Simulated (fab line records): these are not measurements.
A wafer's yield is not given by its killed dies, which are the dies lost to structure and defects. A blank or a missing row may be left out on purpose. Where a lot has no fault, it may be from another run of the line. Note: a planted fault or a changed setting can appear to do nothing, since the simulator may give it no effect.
Split-lot trial    flow n5_finfet    on a route of 1938 steps: 7 lots, 21 wafers read

## ABOUT THE SPLIT
At N5_BEOL_M8_VIA_ETCH_34 (etches SiCOH lowk in C4F6/O2, target depth 125.5 nm, time 50.5 s), the setting bias_w was moved away from the recipe's 185 W on 6 of the 21 wafers read, by -11.5% to -5.8%. The other wafers ran this setting at the recipe's value.

The reading is taken at the split's own step.

## THE READING
rf_vpp_V, in V, at N5_BEOL_M8_VIA_ETCH_34 (etches SiCOH lowk in C4F6/O2, target depth 125.5 nm, time 50.5 s). A value of 667 V with a standard deviation of 6.9 V is what fault-free wafers of this fab line usually give.

wafer   tool, chamber at the split  bias_w as run, W  against the recipe  rf_vpp_V, V  against lot-mates on the recipe
L074.2  rie_diel-02, 3              167.6             -9.4%               612          -52
L074.4  rie_diel-02, 1              185               recipe              664          -
L074.6  rie_diel-02, 2              167.6             -9.4%               626          -38
L075.3  rie_diel-02, 1              185               recipe              663          -
L075.5  rie_diel-02, 3              174.2             -5.8%               633          -30
L075.6  rie_diel-02, 2              174.2             -5.8%               644          -19
L080.1  rie_diel-02, 3              185               recipe              663          -
L080.2  rie_diel-02, 1              185               recipe              664          -
L080.4  rie_diel-02, 0              185               recipe              670          -
L084.3  rie_diel-02, 2              185               recipe              675          -
L084.4  rie_diel-02, 3              185               recipe              662          -
L084.5  rie_diel-02, 0              185               recipe              668          -
L088.2  rie_diel-05, 3              185               recipe              664          -
L088.4  rie_diel-05, 2              167.5             -9.5%               605          -59
L088.6  rie_diel-05, 1              185               recipe              664          -
L091.3  rie_diel-05, 1              185               recipe              666          -
L091.5  rie_diel-05, 0              185               recipe              681          -
L091.6  rie_diel-05, 1              163.7             -11.5%              602          -72
L082.1  rie_diel-02, 3              185               recipe              660          -
L082.3  rie_diel-02, 0              185               recipe              679          -
L082.6  rie_diel-02, 3              185               recipe              662          -

FIT RESULTS
A straight line over all 21 wafers: rf_vpp_V changes by +5.53 V for each +1% of bias_w; r = +0.96; the points scatter about the line by 6.9 V.
The same after taking each lot's own level away (the mean of its wafers on the recipe; 21 wafers): +5.43 V for each +1%; r = +0.96; scatter 6.9 V.
On that fit, the largest move of bias_w shifts the reading by 63 V.
Across the lots, their own levels run from 663.0 to 673.5 V, a range of 1.5 times the standard deviation given above.
Hence the lot-to-lot level has little effect on the slope; both slopes agree.
Check: for one of the wafers moved furthest among these (-11.5%), held out of the fit, the line's prediction against its lot-mates is -58.3 V. Against them it came out at -71.5 V.
Tool readings at the split's step, against how far the setting was moved: rf_vpp_V r = +0.96.

## FURTHER SPLITS ON THESE WAFERS
Other splits were also applied to these wafers ahead of the reading. Each is held against what the fit with the lots' levels taken away leaves over:
other split on the same wafers      wafers away from the commonest value  r with rf_vpp_V (lot level and that fit taken away)
N5_BEOL_M4_COAT_76 spin_rpm         5                                     +0.55
N5_BEOL_M4_EXPOSE_25 dose_mj        5                                     -0.25
N5_BEOL_M5_SPUTTER_88 time_s        4                                     -0.18
N5_BEOL_M6_TRENCH_ETCH_37 source_w  4                                     -0.19
N5_BEOL_M7_ETCH_61 source_w         6                                     -0.42
N5_BEOL_M8_ETCH_65 source_w         8                                     -0.08

## FILE'S OWN FIT
rf_vpp_V changes by +5.65 V for each +1% of bias_w, r = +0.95.
